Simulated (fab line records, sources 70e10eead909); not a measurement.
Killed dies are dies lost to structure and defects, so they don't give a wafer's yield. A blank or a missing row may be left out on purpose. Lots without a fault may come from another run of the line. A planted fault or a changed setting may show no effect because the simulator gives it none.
Chamber matching | flow nand_harc | NHARC_P_M0_DESCUM_14 on rie_diel-02: 4 sister chambers
The step chemistry O2, time 3 s. 8 wafers are shown with their chamber, then 7 later ones without.

WAFERS WITH THEIR CHAMBER
wafer  | chamber | drypump_motor_current_A (A) | showerhead_plenum_p_Torr (Torr)
L078.4 | 3       | 5.2                         | 1.90
L082.4 | 2       | 6.4                         | 1.91
L082.5 | 0       | 5.1                         | 1.95
L092.1 | 0       | 5.1                         | 1.94
L092.4 | 2       | 6.3                         | 1.90
L092.6 | 1       | 6.3                         | 1.97
L094.3 | 3       | 5.2                         | 1.88
L094.4 | 1       | 6.3                         | 1.97

WAFERS WITHOUT THEIR CHAMBER
wafer  | drypump_motor_current_A (A) | showerhead_plenum_p_Torr (Torr)
L094.5 | 5.2                         | 1.89
L093.2 | 5.1                         | 1.94
L093.4 | 6.3                         | 1.90
L093.6 | 6.3                         | 1.90
L095.2 | 5.1                         | 1.94
L095.4 | 6.4                         | 1.90
L095.6 | 5.1                         | 1.94

WHICH CHAMBER EACH WENT THROUGH
wafer  | from the rows above | in truth
L094.5 | 3                   | 3
L093.2 | 0                   | 0
L093.4 | 2                   | 2
L093.6 | 2                   | 2
L095.2 | 0                   | 0
L095.4 | 2                   | 2
L095.6 | 0                   | 0
Placed correctly: 7 of 7. Can't be placed from these rows: 0. Placed wrongly: 0.
How it was worked out, from the rows above alone: a wafer's distance from a chamber is the root of the sum, over the readings, of the square of ((its reading less the chamber's mean) divided by the reading's scatter). The wafer belongs to the nearest chamber; if the next one is less than 2 further off, it can't be placed. A chamber's mean is the mean of its shown wafers. The scatter: the root of (the sum of the squares of (reading less its chamber's mean) over the shown wafers, divided by (wafers less chambers)).
